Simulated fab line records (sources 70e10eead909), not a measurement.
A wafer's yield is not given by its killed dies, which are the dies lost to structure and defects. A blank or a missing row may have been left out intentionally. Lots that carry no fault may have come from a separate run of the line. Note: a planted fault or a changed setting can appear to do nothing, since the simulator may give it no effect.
Commonality check across tools | flow nandHarc | 13 lots, 39 wafers sampled

## THE REASON FOR OPENING IT
On 1 of the 13 lots, a flag is raised at NHARC_P_STI_CD_MEAS_09 on the reading cdNm. Fault-free wafers read 201.6 nm, with a standard deviation of 2.7.
Rule: flag the lot when none of its wafers has a number, or when each of its wafers that has one lies beyond 4 standard deviations from that mean. All remaining lots are regarded as sound.

lot  | measured     | on       | cdNm (nm), wafer by wafer | flag
L422 | day 3 05:35  | cdSem-02 | 205.9 207.9 202.4         | 
L424 | day 4 01:02  | cdSem-03 | 201.2 198.4 199.3         | 
L425 | day 4 14:13  | cdSem-01 | 202.8 202.7 203.1         | 
L426 | day 4 22:47  | cdSem-01 | 199.7 199.0 204.6         | 
L427 | day 5 10:56  | cdSem-03 | 235.1 233.8 235.0         | FLAGGED
L432 | day 7 11:25  | cdSem-02 | 198.2 197.4 201.9         | 
L436 | day 9 01:26  | cdSem-01 | 203.1 200.4 196.6         | 
L437 | day 9 10:16  | cdSem-02 | 199.6 199.0 199.4         | 
L438 | day 9 20:40  | cdSem-03 | 198.0 204.0 203.3         | 
L440 | day 10 17:56 | cdSem-03 | 202.6 200.2 200.7         | 
L441 | day 11 06:45 | cdSem-02 | 201.7 200.9 201.1         | 
L443 | day 12 03:10 | cdSem-03 | 201.0 200.6 199.0         | 
L444 | day 12 11:36 | cdSem-02 | 202.7 203.3 199.5         | 
On average the flagged lots' numbers are 234.6 nm, which is +33.0 nm against the usual, or +12 standard deviations.

## LOT BY LOT: THE TOOL USED
The record holds 3 process steps before the reading, out of a route of 1302 steps. Cell contents, in order: the tool; ch with the chambers the sampled wafers went through; the start.
lot  | flag    | NHARC_P_ZERO_WELL_DESCUM_54       | NHARC_P_ZERO_WELL_RTA_42        | NHARC_P_STI_EXPOSE_06
L422 |         | rieDiel-02 ch 0,1, day 2 11:54    | rtpAnneal-02 ch 0, day 2 13:19  | krfScanner-02 ch 0, day 3 05:26
L424 |         | rieDiel-02 ch 0,1, day 3 07:47    | rtpAnneal-01 ch 0, day 3 08:46  | krfScanner-02 ch 0, day 4 00:53
L425 |         | rieDiel-13 ch 0,2,3, day 3 18:28  | rtpAnneal-02 ch 0, day 3 19:26  | krfScanner-03 ch 0, day 4 14:04
L426 |         | rieDiel-02 ch 1,2, day 4 04:06    | rtpAnneal-02 ch 0, day 4 05:05  | krfScanner-02 ch 0, day 4 22:38
L427 | FLAGGED | rieDiel-02 ch 0,2, day 4 14:03    | rtpAnneal-01 ch 0, day 4 15:10  | krfScanner-02 ch 0, day 5 10:47
L432 |         | rieDiel-13 ch 2,3, day 6 16:02    | rtpAnneal-02 ch 0, day 6 17:14  | krfScanner-03 ch 0, day 7 11:17
L436 |         | rieDiel-04 ch 2,3, day 8 08:56    | rtpAnneal-01 ch 0, day 8 10:00  | krfScanner-01 ch 0, day 9 01:17
L437 |         | rieDiel-02 ch 2,3, day 8 18:14    | rtpAnneal-01 ch 0, day 8 19:12  | krfScanner-01 ch 0, day 9 10:07
L438 |         | rieDiel-04 ch 0,1,2, day 9 03:47  | rtpAnneal-02 ch 0, day 9 04:45  | krfScanner-02 ch 0, day 9 20:31
L440 |         | rieDiel-13 ch 0,1,3, day 9 23:50  | rtpAnneal-02 ch 0, day 10 00:54 | krfScanner-02 ch 0, day 10 17:47
L441 |         | rieDiel-02 ch 0,3, day 10 10:45   | rtpAnneal-01 ch 0, day 10 11:44 | krfScanner-03 ch 0, day 11 06:36
L443 |         | rieDiel-04 ch 0,1,3, day 11 06:49 | rtpAnneal-02 ch 0, day 11 07:47 | krfScanner-01 ch 0, day 12 03:01
L444 |         | rieDiel-02 ch 0,2,3, day 11 16:09 | rtpAnneal-02 ch 0, day 11 17:08 | krfScanner-02 ch 0, day 12 11:27
These steps, and what they do:
- NHARC_P_ZERO_WELL_DESCUM_54: chemistry O2, time 3 s.
- NHARC_P_ZERO_WELL_RTA_42: time 300 s.
- NHARC_P_STI_EXPOSE_06: exposes mask P STI, target cd 200 nm.
- NHARC_P_STI_CD_MEAS_09: target cd 200 nm.

## FLAGGED OVER TOTAL, TOOL BY TOOL (the gauges that took the reading come last)
step                        | tool          | lots run | flagged | share of the flagged lots | sound lots run after its first flagged lot
NHARC_P_ZERO_WELL_DESCUM_54 | rieDiel-02    | 7        | 1       | all                       | 3 (L437,L441,L444)
NHARC_P_ZERO_WELL_DESCUM_54 | rieDiel-04    | 3        | 0       | none                      | -
NHARC_P_ZERO_WELL_DESCUM_54 | rieDiel-13    | 3        | 0       | none                      | -
NHARC_P_ZERO_WELL_RTA_42    | rtpAnneal-01  | 5        | 1       | all                       | 3 (L436,L437,L441)
NHARC_P_ZERO_WELL_RTA_42    | rtpAnneal-02  | 8        | 0       | none                      | -
NHARC_P_STI_EXPOSE_06       | krfScanner-01 | 3        | 0       | none                      | -
NHARC_P_STI_EXPOSE_06       | krfScanner-02 | 7        | 1       | all                       | 3 (L438,L440,L444)
NHARC_P_STI_EXPOSE_06       | krfScanner-03 | 3        | 0       | none                      | -
NHARC_P_STI_CD_MEAS_09      | cdSem-01      | 3        | 0       | none                      | -
NHARC_P_STI_CD_MEAS_09      | cdSem-02      | 5        | 0       | none                      | -
NHARC_P_STI_CD_MEAS_09      | cdSem-03      | 5        | 1       | all                       | 3 (L438,L440,L443)

## WHAT THE TABLE ALLOWS
4 rows of the table ran every flagged lot: rieDiel-02 at NHARC_P_ZERO_WELL_DESCUM_54, rtpAnneal-01 at NHARC_P_ZERO_WELL_RTA_42, krfScanner-02 at NHARC_P_STI_EXPOSE_06, cdSem-03 at NHARC_P_STI_CD_MEAS_09.
- rieDiel-02 at NHARC_P_ZERO_WELL_DESCUM_54: 1 of its 7 lots flagged. Sound lots followed the first flagged one (L437, L441, L444) on it, something a lasting fault affecting the whole tool could not allow.
- rtpAnneal-01 at NHARC_P_ZERO_WELL_RTA_42: 1 of its 5 lots flagged. Sound lots followed the first flagged one (L436, L437, L441) on it, something a lasting fault affecting the whole tool could not allow.
- krfScanner-02 at NHARC_P_STI_EXPOSE_06: 1 of its 7 lots flagged. Sound lots followed the first flagged one (L438, L440, L444) on it, something a lasting fault affecting the whole tool could not allow.
- cdSem-03 at NHARC_P_STI_CD_MEAS_09: 1 of its 5 lots flagged. Sound lots followed the first flagged one (L438, L440, L443) on it, something a lasting fault affecting the whole tool could not allow.
No row of the table ran every flagged lot and no sound lot after the first.

## WHAT THE SIMULATOR HAD PUT IN
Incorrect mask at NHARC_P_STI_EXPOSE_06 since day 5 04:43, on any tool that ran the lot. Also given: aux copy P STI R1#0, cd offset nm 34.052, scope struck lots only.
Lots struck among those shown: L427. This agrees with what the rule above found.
